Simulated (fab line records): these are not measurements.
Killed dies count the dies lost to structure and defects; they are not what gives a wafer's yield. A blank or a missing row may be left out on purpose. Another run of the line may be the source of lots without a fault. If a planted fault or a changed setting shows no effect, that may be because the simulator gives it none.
A lot that was struck, set against a sound lot ; flow n5_finfet ; 16 steps out of a route of 1938
Sound: these wafers, L429.3, L429.4, L429.5. Struck: wafers L443.2, L443.5 (left out: L443.1, a lot-mate that was not struck); the cause follows at the end.
Order at every step that has rows: each side's tool, ch and its chambers, its first start. Under that, the readings that differ: sound wafers ; struck wafers ; difference of the means ; sigmas: that difference in standard deviations of wafers without a fault.
alike: readings with means less than 2 such deviations apart, plus words and numbers identical on both sides. not compared: withheld readings, readings lacking a value on some wafer, bounds such as >300 that could conceal the same value, and numbers that have no deviation in the record and whose values overlap.
The two part at a step that has a row with sigmas, a row that says differs or no value, or rows on one side only. Non-overlapping numbers with no deviation appear without sigmas and do not part them. Lack of a reading on every wafer of one side parts them only where that side has two or more wafers.

first, 4 steps without rows for these wafers: N5_SDB_SOFTBAKE_06 (time 60 s); N5_SDB_EXPOSE_08 (exposes mask SDB); N5_SDB_PEB_09 (peb time 60 s); N5_SDB_DEVELOP_10 (develop time 30 s).
N5_SDB_CD_MEAS_11: target cd 50 nm.
  sound on cd_sem-02 ch 0, day 3 22:31; struck on cd_sem-02 ch 0, day 7 10:18
  alike: cd_nm
N5_SDB_OVL_MEAS_12:
  sound on overlay-02 ch 0, day 3 22:32; struck on overlay-02 ch 0, day 7 10:20
  alike: SDB_OVL
N5_SDB_INSPECT_13: inspects for defects (brightfield).
  struck on defect_inspect-02, day 7 10:22; sound on defect_inspect-01, day 3 22:34
  alike: raw_defect_count
N5_SDB_DESCUM_16: chemistry O2, time 7.9 s.
  sound on rie_diel-05 ch 1,2, day 3 22:36; struck on rie_diel-04 ch 2,3, day 7 10:36
  alike: chamber_pressure_mTorr, drypump_motor_current_A, oes_product_au, rf_vpp_V, showerhead_plenum_p_Torr, throttle_valve_pct
  not compared: rf_hours_counter_h
N5_SDB_ETCH_17: etches SiARC in CF4, target depth 23.4 nm, time 39 s.
  sound on rie_diel-05 ch 1,2, day 3 22:38; struck on rie_diel-04 ch 2,3, day 7 10:38
  alike: chamber_pressure_mTorr, drypump_motor_current_A, etch_rf_on_time_s, oes_product_au, rf_vpp_V, showerhead_plenum_p_Torr, throttle_valve_pct
  not compared: rf_hours_counter_h
N5_SDB_ETCH_18: etches SOC in N2/H2, target depth 100 nm, overetch 20 nm, time 150 s.
  sound on rie_diel-05 ch 1,2, day 3 22:40; struck on rie_diel-04 ch 2,3, day 7 10:40
  alike: chamber_pressure_mTorr, drypump_motor_current_A, h2_flow_sccm, oes_product_au, rf_vpp_V, showerhead_plenum_p_Torr, throttle_valve_pct
  not compared: rf_hours_counter_h
then, 1 step without rows for these wafers: N5_SDB_STRIP_19 (strips in N2/H2).
N5_SDB_STRIP_21: strips in CF4.
  sound on rie_diel-05 ch 1,2, day 3 22:49; struck on rie_diel-04 ch 2,3, day 7 10:48
  alike: chamber_pressure_mTorr, drypump_motor_current_A, oes_product_au, power_w, rf_vpp_V, showerhead_plenum_p_Torr, throttle_valve_pct
  not compared: rf_hours_counter_h
N5_SDB_HM_OPEN_20: chemistry CH3F/O2, target SiNx, stops on poly-Si, target depth 24 nm.
  sound on rie_diel-05 ch 1,2, day 3 22:50; struck on rie_diel-04 ch 2,3, day 7 10:49
reading;sound;struck;difference;sigmas
model.SOC_of_SDB_COAT_03.thk_nm (nm);84 84 83.8;75.8 76;-8.0;
  alike: chamber_pressure_mTorr, drypump_motor_current_A, oes_product_au, rf_vpp_V, showerhead_plenum_p_Torr, throttle_valve_pct
  not compared: rf_hours_counter_h
N5_SDB_STRIP_22: strips in N2/H2.
  sound on plasma_asher-01 ch 0,1, day 3 22:57; struck on plasma_asher-01 ch 0,1, day 7 10:54
reading;sound;struck;difference;sigmas
oes_product_au (a.u.);0.719 0.718 0.717;0.700 0.705;-0.016;-3
strip_time_to_endpoint_s (s);96.2 96.2 96.1;88.4 88.7;-7.6;-20
  alike: drypump_motor_current_A, h2_flow_sccm, heater_power_w
  not compared: rf_hours_counter_h
then, 1 step without rows for these wafers: N5_SDB_PRECLEAN_23 (cleans in dHF, time 30 s).
-- the record jumps here: 5 days lie between the struck wafers' starts before and after (it left off in module SDB and takes up again in module BEOL_M4, whose first step shown is number 1111 of the route) --
N5_BEOL_M4_RC_MEAS_101:
  sound on prober-01 ch 0, day 8 08:31; struck on prober-01 ch 0, day 12 00:57
reading;sound;struck;difference;sigmas
VT_N (mV);241 243 243;253 246;+7;+2
  alike: DIBL_N, DIBL_P, IOFF_N, IOFF_P, ION_N, ION_P, SS_N, SS_P, VT_P

## WHERE THEY PART
First at N5_SDB_STRIP_22; last, within this record, at N5_BEOL_M4_RC_MEAS_101.

WHY: whatever the simulator had introduced
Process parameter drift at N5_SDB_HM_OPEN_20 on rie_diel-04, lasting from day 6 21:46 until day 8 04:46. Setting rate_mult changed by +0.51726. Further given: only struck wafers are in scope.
